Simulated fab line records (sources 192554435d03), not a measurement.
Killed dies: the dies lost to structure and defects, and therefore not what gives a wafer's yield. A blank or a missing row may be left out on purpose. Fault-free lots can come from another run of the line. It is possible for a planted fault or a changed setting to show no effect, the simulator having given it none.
Which tool is to blame? || flow n5 finfet || 12 lots with 36 wafers sampled at 4 steps, on a route of 1938 steps

WHAT THE GAUGES SHOWED, per wafer
The record holds no reading of a measuring or inspecting step that can be judged against a usual standard deviation.

WHICH TOOL RAN EACH LOT (tool, then ch and the chambers of the sampled wafers, then the start)
{"lot": "L747", "N5_BEOL_M11_CVD_75": "cvd co-02 ch 1,2, day 13 04:46", "N5_PASSIVATION_PECVD_01": "pecvd-04 ch 0,2, day 14 14:20", "N5_PASSIVATION_STRIP_34": "rie diel-05 ch 0,2, day 14 19:10", "N5_PASSIVATION_PROBE_49": "-"}
{"lot": "L748", "N5_BEOL_M11_CVD_75": "cvd co-02 ch 0,1,2, day 13 20:28", "N5_PASSIVATION_PECVD_01": "pecvd-04 ch 1,2, day 15 06:12", "N5_PASSIVATION_STRIP_34": "rie diel-05 ch 0,2, day 15 08:57", "N5_PASSIVATION_PROBE_49": "-"}
{"lot": "L751", "N5_BEOL_M11_CVD_75": "cvd co-01 ch 1,2, day 15 02:55", "N5_PASSIVATION_PECVD_01": "pecvd-04 ch 1,2, day 16 18:34", "N5_PASSIVATION_STRIP_34": "rie diel-04 ch 1,2,3, day 16 23:11", "N5_PASSIVATION_PROBE_49": "-"}
{"lot": "L750", "N5_BEOL_M11_CVD_75": "cvd co-02 ch 0,2, day 15 11:21", "N5_PASSIVATION_PECVD_01": "pecvd-01 ch 0,2, day 16 19:25", "N5_PASSIVATION_STRIP_34": "rie diel-05 ch 0,3, day 17 02:49", "N5_PASSIVATION_PROBE_49": "-"}
{"lot": "L756", "N5_BEOL_M11_CVD_75": "cvd co-01 ch 0,2, day 16 12:12", "N5_PASSIVATION_PECVD_01": "pecvd-01 ch 0,1,2, day 18 00:32", "N5_PASSIVATION_STRIP_34": "rie diel-01 ch 0,2,3, day 18 07:01", "N5_PASSIVATION_PROBE_49": "prober-02, day 18 11:32"}
{"lot": "L761", "N5_BEOL_M11_CVD_75": "cvd co-01 ch 0,1,2, day 16 20:33", "N5_PASSIVATION_PECVD_01": "pecvd-02 ch 0,2, day 18 04:33", "N5_PASSIVATION_STRIP_34": "rie diel-01 ch 0,2,3, day 18 09:50", "N5_PASSIVATION_PROBE_49": "prober-02, day 18 14:28"}
{"lot": "L763", "N5_BEOL_M11_CVD_75": "cvd co-02 ch 0,2, day 17 07:55", "N5_PASSIVATION_PECVD_01": "pecvd-04 ch 0,2, day 18 19:34", "N5_PASSIVATION_STRIP_34": "rie diel-05 ch 1,2,3, day 18 23:54", "N5_PASSIVATION_PROBE_49": "-"}
{"lot": "L762", "N5_BEOL_M11_CVD_75": "cvd co-02 ch 1,2, day 18 01:28", "N5_PASSIVATION_PECVD_01": "pecvd-01 ch 1,2, day 19 07:37", "N5_PASSIVATION_STRIP_34": "rie diel-01 ch 0,2,3, day 19 12:38", "N5_PASSIVATION_PROBE_49": "-"}
{"lot": "L766", "N5_BEOL_M11_CVD_75": "cvd co-02 ch 0,1,2, day 18 13:05", "N5_PASSIVATION_PECVD_01": "pecvd-01 ch 0,1, day 19 16:38", "N5_PASSIVATION_STRIP_34": "rie diel-04 ch 0,2,3, day 19 19:47", "N5_PASSIVATION_PROBE_49": "-"}
{"lot": "L764", "N5_BEOL_M11_CVD_75": "cvd co-02 ch 0,1, day 18 17:34", "N5_PASSIVATION_PECVD_01": "pecvd-04 ch 0,1, day 20 01:27", "N5_PASSIVATION_STRIP_34": "rie diel-01 ch 0,2, day 20 08:37", "N5_PASSIVATION_PROBE_49": "-"}
{"lot": "L768", "N5_BEOL_M11_CVD_75": "cvd co-02 ch 0,2, day 19 04:19", "N5_PASSIVATION_PECVD_01": "pecvd-02 ch 0,1, day 20 13:26", "N5_PASSIVATION_STRIP_34": "rie diel-05 ch 0,1,3, day 20 17:01", "N5_PASSIVATION_PROBE_49": "-"}
{"lot": "L767", "N5_BEOL_M11_CVD_75": "cvd co-01 ch 1,2, day 20 13:16", "N5_PASSIVATION_PECVD_01": "pecvd-01 ch 0,2, day 21 20:13", "N5_PASSIVATION_STRIP_34": "rie diel-04 ch 0,3, day 22 00:28", "N5_PASSIVATION_PROBE_49": "-"}
- N5_BEOL_M11_CVD_75: deposits Co from CCTBA/H2, target thk 2 nm, time 138.9 s.
- N5_PASSIVATION_PECVD_01: deposits SiNx from SiH4/NH3/N2, target thk 200 nm, time 43.2 s.
- N5_PASSIVATION_STRIP_34: strips in O2.
- N5_PASSIVATION_PROBE_49

WHAT THE TOOLS THEMSELVES READ (means of the sampled wafers that have a number; where no wafer has one, the mark that the record gives instead)
N5_PASSIVATION_PECVD_01.
{"lot": "L747", "tool": "pecvd-04", "heater power w (W)": 394, "rf fwd power W (W)": 1393, "showerhead plenum p Torr (Torr)": 8.66, "throttle valve pct (%)": 27.7}
{"lot": "L748", "tool": "pecvd-04", "heater power w (W)": 330, "rf fwd power W (W)": 1395, "showerhead plenum p Torr (Torr)": 8.70, "throttle valve pct (%)": 29.2}
{"lot": "L751", "tool": "pecvd-04", "heater power w (W)": 362, "rf fwd power W (W)": 1392, "showerhead plenum p Torr (Torr)": 8.69, "throttle valve pct (%)": 30.9}
{"lot": "L750", "tool": "pecvd-01", "heater power w (W)": 422, "rf fwd power W (W)": 1397, "showerhead plenum p Torr (Torr)": 8.54, "throttle valve pct (%)": 28.8}
{"lot": "L756", "tool": "pecvd-01", "heater power w (W)": 485, "rf fwd power W (W)": 1391, "showerhead plenum p Torr (Torr)": 8.63, "throttle valve pct (%)": 29.7}
{"lot": "L761", "tool": "pecvd-02", "heater power w (W)": 273, "rf fwd power W (W)": 1399, "showerhead plenum p Torr (Torr)": 8.62, "throttle valve pct (%)": 28.0}
{"lot": "L763", "tool": "pecvd-04", "heater power w (W)": 480, "rf fwd power W (W)": 1396, "showerhead plenum p Torr (Torr)": 8.63, "throttle valve pct (%)": 28.1}
{"lot": "L762", "tool": "pecvd-01", "heater power w (W)": 374, "rf fwd power W (W)": 1388, "showerhead plenum p Torr (Torr)": 8.68, "throttle valve pct (%)": 29.2}
{"lot": "L766", "tool": "pecvd-01", "heater power w (W)": 448, "rf fwd power W (W)": 1386, "showerhead plenum p Torr (Torr)": 8.62, "throttle valve pct (%)": 30.5}
{"lot": "L764", "tool": "pecvd-04", "heater power w (W)": 461, "rf fwd power W (W)": 1398, "showerhead plenum p Torr (Torr)": 8.66, "throttle valve pct (%)": 27.7}
{"lot": "L768", "tool": "pecvd-02", "heater power w (W)": 376, "rf fwd power W (W)": 1392, "showerhead plenum p Torr (Torr)": 8.65, "throttle valve pct (%)": 29.4}
{"lot": "L767", "tool": "pecvd-01", "heater power w (W)": 387, "rf fwd power W (W)": 1404, "showerhead plenum p Torr (Torr)": 8.55, "throttle valve pct (%)": 29.9}

N5_PASSIVATION_STRIP_34.
{"lot": "L747", "tool": "rie diel-05", "drypump motor current A (A)": 5.3, "o2 flow sccm (sccm)": 224.8, "oes product au (a.u.)": 0.76, "rf vpp V (V)": 3.6, "showerhead plenum p Torr (Torr)": 2.08, "throttle valve pct (%)": 16.52}
{"lot": "L748", "tool": "rie diel-05", "drypump motor current A (A)": 5.4, "o2 flow sccm (sccm)": 224.6, "oes product au (a.u.)": 0.72, "rf vpp V (V)": 2.7, "showerhead plenum p Torr (Torr)": 2.08, "throttle valve pct (%)": 16.43}
{"lot": "L751", "tool": "rie diel-04", "drypump motor current A (A)": 5.9, "o2 flow sccm (sccm)": 225.3, "oes product au (a.u.)": 0.80, "rf vpp V (V)": 4.2, "showerhead plenum p Torr (Torr)": 2.10, "throttle valve pct (%)": 16.43}
{"lot": "L750", "tool": "rie diel-05", "drypump motor current A (A)": 5.3, "o2 flow sccm (sccm)": 225.7, "oes product au (a.u.)": 0.77, "rf vpp V (V)": 3.5, "showerhead plenum p Torr (Torr)": 2.06, "throttle valve pct (%)": 16.54}
{"lot": "L756", "tool": "rie diel-01", "drypump motor current A (A)": 5.5, "o2 flow sccm (sccm)": 224.9, "oes product au (a.u.)": 0.84, "rf vpp V (V)": 3.2, "showerhead plenum p Torr (Torr)": 2.11, "throttle valve pct (%)": 16.41}
{"lot": "L761", "tool": "rie diel-01", "drypump motor current A (A)": 5.4, "o2 flow sccm (sccm)": 224.1, "oes product au (a.u.)": 0.85, "rf vpp V (V)": 4.3, "showerhead plenum p Torr (Torr)": 2.11, "throttle valve pct (%)": 16.41}
{"lot": "L763", "tool": "rie diel-05", "drypump motor current A (A)": 5.7, "o2 flow sccm (sccm)": 224.8, "oes product au (a.u.)": 0.77, "rf vpp V (V)": 3.5, "showerhead plenum p Torr (Torr)": 2.03, "throttle valve pct (%)": 16.40}
{"lot": "L762", "tool": "rie diel-01", "drypump motor current A (A)": 5.5, "o2 flow sccm (sccm)": 225.2, "oes product au (a.u.)": 0.82, "rf vpp V (V)": 4.5, "showerhead plenum p Torr (Torr)": 2.10, "throttle valve pct (%)": 16.47}
{"lot": "L766", "tool": "rie diel-04", "drypump motor current A (A)": 5.7, "o2 flow sccm (sccm)": 225.1, "oes product au (a.u.)": 0.79, "rf vpp V (V)": 4.1, "showerhead plenum p Torr (Torr)": 2.08, "throttle valve pct (%)": 16.36}
{"lot": "L764", "tool": "rie diel-01", "drypump motor current A (A)": 5.4, "o2 flow sccm (sccm)": 225.2, "oes product au (a.u.)": 0.87, "rf vpp V (V)": 4.3, "showerhead plenum p Torr (Torr)": 2.12, "throttle valve pct (%)": 16.43}
{"lot": "L768", "tool": "rie diel-05", "drypump motor current A (A)": 5.6, "o2 flow sccm (sccm)": 224.3, "oes product au (a.u.)": 0.75, "rf vpp V (V)": 4.2, "showerhead plenum p Torr (Torr)": 2.03, "throttle valve pct (%)": 16.53}
{"lot": "L767", "tool": "rie diel-04", "drypump motor current A (A)": 6.0, "o2 flow sccm (sccm)": 225.0, "oes product au (a.u.)": 0.81, "rf vpp V (V)": 5.1, "showerhead plenum p Torr (Torr)": 2.07, "throttle valve pct (%)": 16.39}

N5_PASSIVATION_PROBE_49.
{"lot": "L756", "tool": "prober-02", "defect limited yield (%)": 89.6, "killed_at_M0_to_M3": 31, "killed_at_M4_up": 37, "killed at contacts": 12, "killed at front end": 37, "killed at other": 5.7, "killed dies": 123, "killed on rim": 20, "killed open": 67, "killed short": 28, "sort_bin_4_leakage (%)": 0.00, "sort_bin_5_function (%)": 6.0, "sort_bin_6_memory (%)": 3.6, "sort n pass": 1057, "sort yield pct (%)": 89.6}
{"lot": "L761", "tool": "prober-02", "defect limited yield (%)": 89.8, "killed_at_M0_to_M3": 26, "killed_at_M4_up": 37, "killed at contacts": 22, "killed at front end": 33, "killed at other": 2.3, "killed dies": 120, "killed on rim": 23, "killed open": 65, "killed short": 27, "sort_bin_4_leakage (%)": 0.00, "sort_bin_5_function (%)": 6.3, "sort_bin_6_memory (%)": 2.7, "sort n pass": 1060, "sort yield pct (%)": 89.8}

THE ANSWER, worked out from the rows above alone
Rule: what is usual is taken from the lots themselves. Put in order of their means at a reading, lots are off if they are a third of the lots or fewer, leave a main group of 4 or more, and stand apart from it by a gap of 3 or more times the standard deviation of the main group's means; of several such gaps the widest counts. If all means in a main group match to the digits the tables above print for the reading, that group is not used. A lot without any number at a reading at which 4 lots or more have one is off too. Any other lot the step has rows for is counted as sound. The gauges are gone through in route order, then the tools' own readings, and for those a lot's mean is taken as printed above. At the first step where some lot is off, the reading lying furthest off is the one used; lots without a number count as furthest.
No lot is off at any reading shown: from this, nothing can be told.

WHAT THE SIMULATOR HAD PUT IN
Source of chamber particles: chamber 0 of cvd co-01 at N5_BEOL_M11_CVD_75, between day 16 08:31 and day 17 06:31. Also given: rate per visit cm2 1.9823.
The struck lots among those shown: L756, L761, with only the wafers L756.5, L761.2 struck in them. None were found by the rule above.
